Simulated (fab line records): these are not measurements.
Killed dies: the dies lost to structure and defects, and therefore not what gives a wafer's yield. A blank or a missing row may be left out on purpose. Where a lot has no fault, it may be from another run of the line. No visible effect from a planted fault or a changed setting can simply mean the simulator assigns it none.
A lot that was struck, set against a sound lot | flow nandHarc | 14 out of 1159 route steps
Sound: these wafers, L975.1, L975.2, L975.6. Wafers L986.1, L986.3, L986.4 were the ones struck. At the end, the cause is stated.
Per side, at each step with rows, come the tool, then ch with its chambers, and then its first start. Under that, the readings that differ: sound wafers | struck wafers | difference of the means | sigmas: that difference in standard deviations of wafers without a fault.
alike: a reading whose means differ by less than 2 such deviations, as well as words and numbers matching on both sides. not compared: withheld readings; readings where some wafer has no value; bounds like >300 that might hide an equal value; numbers whose values overlap and for which the record gives no deviation.
A row with sigmas, a row that says differs or no value, or rows on one side alone: a step with any of these is where the two part. When numbers do not overlap yet have no deviation, they are printed without sigmas and do not part them. A reading that every wafer of one side lacks parts them only if that side has two wafers or more.

NHARC_THIN_TSV_GRIND_00:
  sound on grinder-01 ch 0, day 19 20:04; struck on grinder-01 ch 0, day 22 00:13
  alike: motorCurrentA
NHARC_THIN_TSV_CMP_01: polishes.
  sound on cmp-02 ch 0,1, day 19 21:45; struck on cmp-04 ch 0,1,3, day 22 01:26
  alike: motorCurrentA
NHARC_THIN_TSV_THK_MEAS_02: measures by ir.
  sound on filmMetro-02, day 19 21:59; struck on filmMetro-01, day 22 01:43
  alike: thkNm
then, 3 steps without rows for these wafers: NHARC_THIN_TSV_SRD_03; NHARC_THIN_TSV_PRECLEAN_41 (cleans in SC1); NHARC_THIN_TSV_SRD_42.
NHARC_THIN_TSV_DEP_43: deposits SiO2, target thk 1328.5 nm.
  sound on pecvd-01 ch 0,2, day 19 22:13; struck on pecvd-01 ch 0,2, day 22 01:56
  alike: throttleValvePct
then, 5 steps without rows for these wafers: NHARC_THIN_TSV_DEHYDRATE_04 (time 120 s); NHARC_THIN_TSV_HMDS_05 (time 30 s); NHARC_THIN_TSV_COAT_06; NHARC_THIN_TSV_SOFTBAKE_07 (time 95 s); NHARC_THIN_TSV_EBR_08.
NHARC_THIN_TSV_EXPOSE_09: exposes mask TSV.
  struck on krfScanner-01, day 22 02:30; sound on krfScanner-01 ch 0, day 19 22:53
  no value came back on the struck wafers for exposureDoseMJCm2, focusOffsetNm (nm); on the sound wafers exposureDoseMJCm2 reads 30.699 30.661 30.695
  alike: mask
then, 1 step without rows for these wafers: NHARC_THIN_TSV_PEB_10 (peb time 85 s).

== WHERE THEY PART ==
NHARC_THIN_TSV_EXPOSE_09 only, going by this record.

WHY: what the simulator had put in
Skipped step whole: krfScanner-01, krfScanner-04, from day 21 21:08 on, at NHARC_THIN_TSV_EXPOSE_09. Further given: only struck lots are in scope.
